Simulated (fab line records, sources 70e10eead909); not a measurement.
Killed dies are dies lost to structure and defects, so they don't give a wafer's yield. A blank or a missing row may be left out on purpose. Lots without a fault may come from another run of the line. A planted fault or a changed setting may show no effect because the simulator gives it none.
Which tool did it? | flow nand_harc | 11 lots, 33 wafers sampled, at 5 steps of a route of 1302

WHAT THE GAUGES READ, wafer by wafer
The record holds no reading of a measuring or inspecting step that can be judged against a usual standard deviation.

WHICH TOOL RAN EACH LOT (tool, then ch and the chambers of the sampled wafers, then the start)
lot  | NHARC_A_CONTACT_CMP_20        | NHARC_A_BLC_ETCH_17                           | NHARC_A_BLC_STRIP_29               | NHARC_A_BLC_CVD_24            | NHARC_A_BLC_CMP_25
L144 | cmp-02 ch 0,3, day 22 12:33   | rie_diel-08 ch 1,2,3, day 22 14:35 or earlier | rie_diel-11 ch 0,2,3, day 22 14:35 | cvd_w-01 ch 0,1, day 22 15:32 | cmp-03 ch 1,2,3, day 22 16:05
L145 | cmp-03 ch 0,1,3, day 23 00:03 | rie_diel-08 ch 1,2, day 23 02:00 or earlier   | rie_diel-11 ch 1,2, day 23 02:00   | cvd_w-02 ch 0,1, day 23 03:11 | cmp-04 ch 0,3, day 23 03:32
L147 | cmp-01 ch 0,3, day 23 16:08   | rie_diel-11 ch 2,3, day 23 18:17 or earlier   | rie_diel-11 ch 0,1, day 23 18:17   | cvd_w-02 ch 0, day 23 19:16   | cmp-02 ch 0,1,2, day 23 19:47
L149 | cmp-03 ch 1,2, day 24 16:51   | rie_diel-11 ch 2,3, day 24 18:59 or earlier   | rie_diel-08 ch 0,2,3, day 24 18:59 | cvd_w-02 ch 0,1, day 24 20:08 | cmp-04 ch 2,3, day 24 20:27
L151 | cmp-01 ch 0,3, day 25 14:41   | rie_diel-08 ch 0,1, day 25 16:49 or earlier   | rie_diel-11 ch 0,1,3, day 25 16:49 | cvd_w-02 ch 0, day 25 17:52   | cmp-04 ch 0,3, day 25 18:19
L158 | cmp-02 ch 0,1,3, day 28 05:22 | rie_diel-11 ch 2,3, day 28 07:29 or earlier   | rie_diel-08 ch 0,2, day 28 07:29   | cvd_w-02 ch 0,1, day 28 08:32 | cmp-04 ch 0,1,2, day 28 09:04
L160 | cmp-03 ch 0,1,2, day 29 19:48 | rie_diel-13 ch 2,3, day 29 21:56 or earlier   | rie_diel-11 ch 0,3, day 29 21:56   | cvd_w-01 ch 0,1, day 29 22:58 | cmp-03 ch 2,3, day 29 23:25
L163 | cmp-03 ch 1,3, day 30 21:52   | rie_diel-08 ch 0,2,3, day 31 00:01 or earlier | rie_diel-08 ch 0,1,2, day 31 00:01 | cvd_w-02 ch 0,1, day 31 01:04 | cmp-04 ch 1,2, day 31 01:32
L165 | cmp-03 ch 0,3, day 31 14:49   | rie_diel-08 ch 0,2,3, day 31 16:55 or earlier | rie_diel-08 ch 1,3, day 31 16:55   | cvd_w-02 ch 0,1, day 31 18:02 | cmp-03 ch 0,2,3, day 31 18:33
L164 | cmp-02 ch 0,2, day 31 15:50   | rie_diel-11 ch 0,2, day 31 18:00 or earlier   | rie_diel-11 ch 1,2,3, day 31 18:00 | cvd_w-02 ch 0,1, day 31 19:06 | cmp-02 ch 0,1, day 31 19:29
L166 | cmp-01 ch 0,1,2, day 32 09:45 | rie_diel-11 ch 1,3, day 32 11:53 or earlier   | rie_diel-08 ch 1,2, day 32 11:53   | cvd_w-02 ch 0, day 32 12:56   | cmp-03 ch 2,3, day 32 13:25
- NHARC_A_CONTACT_CMP_20: polishes, t overpolish 30 s, target thk 300 nm.
- NHARC_A_BLC_ETCH_17: etches the open film in N2/H2, target depth 390 nm, time 609.38 s.
- NHARC_A_BLC_STRIP_29: strips in CF4.
- NHARC_A_BLC_CVD_24: deposits W, target thk 150 nm, time 434 s.
- NHARC_A_BLC_CMP_25: polishes, t overpolish 30 s, target thk 150 nm.

WHAT THE TOOLS THEMSELVES READ (means of the sampled wafers that have a number; where no wafer has one, the mark that the record gives instead)
NHARC_A_CONTACT_CMP_20. Usual: edge_zone_pressure_frac 0.999, standard deviation 0.0047; motor_current_A 11.8 A, standard deviation 0.77; overpolish_run_s 30.001 s, standard deviation 0.0091; time_to_endpoint_s 59 s, standard deviation 3.8.
lot  | tool   | edge_zone_pressure_frac | motor_current_A (A) | overpolish_run_s (s) | time_to_endpoint_s (s) | flag
L144 | cmp-02 | 0.995                   | 11.9                | 30.003               | 62                     |
L145 | cmp-03 | 1.004                   | 12.2                | 30.001               | 58                     |
L147 | cmp-01 | 0.999                   | 12.3                | 30.000               | 56                     |
L149 | cmp-03 | 0.998                   | 11.7                | 30.008               | 59                     |
L151 | cmp-01 | 0.998                   | 12.8                | 30.004               | 55                     |
L158 | cmp-02 | 1.000                   | 12.5                | 30.000               | 56                     |
L160 | cmp-03 | 0.998                   | 11.8                | 30.003               | 64                     |
L163 | cmp-03 | 0.996                   | 12.5                | 30.003               | 57                     |
L165 | cmp-03 | 0.998                   | 12.3                | 29.997               | 60                     |
L164 | cmp-02 | 0.997                   | 11.2                | 29.993               | 63                     |
L166 | cmp-01 | 0.997                   | 11.3                | 29.997               | 63                     |

NHARC_A_BLC_ETCH_17. Usual: drypump_motor_current_A 5.7 A, standard deviation 0.41; h2_flow_sccm 150.0 sccm, standard deviation 0.43; oes_product_au 1.006 a.u., standard deviation 0.013; rf_vpp_V 430.6 V, standard deviation 2.4; showerhead_plenum_p_Torr 2.04 Torr, standard deviation 0.084; throttle_valve_pct 14.172 %, standard deviation 0.0092.
lot  | tool        | drypump_motor_current_A (A) | h2_flow_sccm (sccm) | oes_product_au (a.u.) | rf_vpp_V (V) | showerhead_plenum_p_Torr (Torr) | throttle_valve_pct (%) | flag
L144 | rie_diel-08 | 5.7                         | 149.9               | 1.009                 | 431.0        | 2.04                            | 14.172                 |
L145 | rie_diel-08 | 5.7                         | 150.2               | 1.001                 | 432.9        | 2.12                            | 14.173                 |
L147 | rie_diel-11 | 5.9                         | 150.3               | 1.023                 | 431.8        | 2.10                            | 14.169                 |
L149 | rie_diel-11 | 5.9                         | 149.9               | 1.019                 | 432.6        | 2.10                            | 14.172                 |
L151 | rie_diel-08 | 5.6                         | 149.6               | 1.007                 | 428.5        | 1.97                            | 14.163                 |
L158 | rie_diel-11 | 5.9                         | 149.5               | 1.013                 | 431.6        | 2.10                            | 14.176                 |
L160 | rie_diel-13 | 5.6                         | 150.3               | 0.992                 | 428.3        | 1.97                            | 14.173                 |
L163 | rie_diel-08 | 5.6                         | 150.0               | 1.003                 | 430.6        | 2.04                            | 14.164                 |
L165 | rie_diel-08 | 5.6                         | 150.3               | 0.997                 | 430.1        | 2.04                            | 14.174                 |
L164 | rie_diel-11 | 5.3                         | 150.3               | 1.004                 | 430.9        | 2.03                            | 14.169                 |
L166 | rie_diel-11 | 6.3                         | 149.7               | 1.001                 | 430.2        | 2.04                            | 14.172                 |

NHARC_A_BLC_STRIP_29. Usual: drypump_motor_current_A 5.7 A, standard deviation 0.33; oes_product_au 1.004 a.u., standard deviation 0.014; rf_vpp_V 59.4 V, standard deviation 0.88; showerhead_plenum_p_Torr 1.77 Torr, standard deviation 0.073; throttle_valve_pct 13.284 %, standard deviation 0.0092.
lot  | tool        | drypump_motor_current_A (A) | oes_product_au (a.u.) | rf_vpp_V (V) | showerhead_plenum_p_Torr (Torr) | throttle_valve_pct (%) | flag
L144 | rie_diel-11 | 5.6                         | 1.011                 | 58.8         | 1.79                            | 13.281                 |
L145 | rie_diel-11 | 6.0                         | 1.009                 | 59.2         | 1.79                            | 13.288                 |
L147 | rie_diel-11 | 6.0                         | 0.996                 | 59.0         | 1.75                            | 13.286                 |
L149 | rie_diel-08 | 5.6                         | 0.998                 | 58.7         | 1.77                            | 13.282                 |
L151 | rie_diel-11 | 5.9                         | 1.008                 | 59.3         | 1.76                            | 13.281                 |
L158 | rie_diel-08 | 5.7                         | 0.988                 | 60.0         | 1.84                            | 13.290                 |
L160 | rie_diel-11 | 5.9                         | 1.022                 | 59.4         | 1.76                            | 13.280                 |
L163 | rie_diel-08 | 5.6                         | 1.000                 | 58.4         | 1.77                            | 13.277                 |
L165 | rie_diel-08 | 5.6                         | 1.001                 | 58.9         | 1.70                            | 13.277                 |
L164 | rie_diel-11 | 5.9                         | 0.992                 | 59.3         | 1.80                            | 13.284                 |
L166 | rie_diel-08 | 5.7                         | 1.016                 | 59.4         | 1.76                            | 13.277                 |

NHARC_A_BLC_CVD_24. Usual: heater_power_w 423 W, standard deviation 31; throttle_valve_pct 7.84 %, standard deviation 0.23.
lot  | tool     | heater_power_w (W) | throttle_valve_pct (%) | flag
L144 | cvd_w-01 | 425                | 7.97                   |
L145 | cvd_w-02 | 434                | 7.74                   |
L147 | cvd_w-02 | 457                | 8.05                   |
L149 | cvd_w-02 | 429                | 7.70                   |
L151 | cvd_w-02 | 451                | 7.93                   |
L158 | cvd_w-02 | 433                | 7.87                   |
L160 | cvd_w-01 | 431                | 8.05                   |
L163 | cvd_w-02 | 405                | 7.83                   |
L165 | cvd_w-02 | 428                | 7.99                   |
L164 | cvd_w-02 | 397                | 7.89                   |
L166 | cvd_w-02 | 453                | 7.95                   |

NHARC_A_BLC_CMP_25. Usual: edge_zone_pressure_frac 1.000, standard deviation 0.0048; motor_current_A 12.1 A, standard deviation 0.92; overpolish_run_s 29.998 s, standard deviation 0.0088; time_to_endpoint_s 30 s, standard deviation 3.6.
lot  | tool   | edge_zone_pressure_frac | motor_current_A (A) | overpolish_run_s (s) | time_to_endpoint_s (s) | flag
L144 | cmp-03 | 1.001                   | 12.0                | 29.998               | 28                     |
L145 | cmp-04 | 1.001                   | 13.9                | 29.989               | 34                     |
L147 | cmp-02 | 0.999                   | 11.8                | 30.001               | 31                     |
L149 | cmp-04 | 1.000                   | 11.6                | 30.002               | 46                     | OFF
L151 | cmp-04 | 0.995                   | 14.0                | 29.993               | 58                     | OFF
L158 | cmp-04 | 1.004                   | 11.9                | 30.005               | 28                     |
L160 | cmp-03 | 1.004                   | 12.1                | 30.010               | 33                     |
L163 | cmp-04 | 1.000                   | 11.1                | 29.998               | 29                     |
L165 | cmp-03 | 1.008                   | 11.8                | 29.995               | 31                     |
L164 | cmp-02 | 1.007                   | 11.7                | 29.995               | 28                     |
L166 | cmp-03 | 1.002                   | 11.3                | 30.009               | 28                     |

THE ANSWER, worked out from the rows above alone
Rule: a lot is off if the mean of its wafers that have a number lies more than 3 standard deviations from the usual mean. A lot without any number at a reading at which 4 lots or more have one is off too. The other lots that the step has rows for count as sound. The gauges are gone through in route order, then the tools' own readings, and for those a lot's mean is taken as printed above. The first step at which some lot is off is used, and at that step the reading that is off furthest; a lot without a number counts as furthest.
Off: L149, L151, at NHARC_A_BLC_CMP_25 (time_to_endpoint_s).
A tool fits if, at that step or a process step before it, it ran every lot that is off, and no sound lot after the first of them. NHARC_A_BLC_ETCH_17 gives no start for some lots, so the hours and the order of its lots are those of NHARC_A_BLC_STRIP_29. None of those tried fits.

WHAT THE SIMULATOR HAD PUT IN
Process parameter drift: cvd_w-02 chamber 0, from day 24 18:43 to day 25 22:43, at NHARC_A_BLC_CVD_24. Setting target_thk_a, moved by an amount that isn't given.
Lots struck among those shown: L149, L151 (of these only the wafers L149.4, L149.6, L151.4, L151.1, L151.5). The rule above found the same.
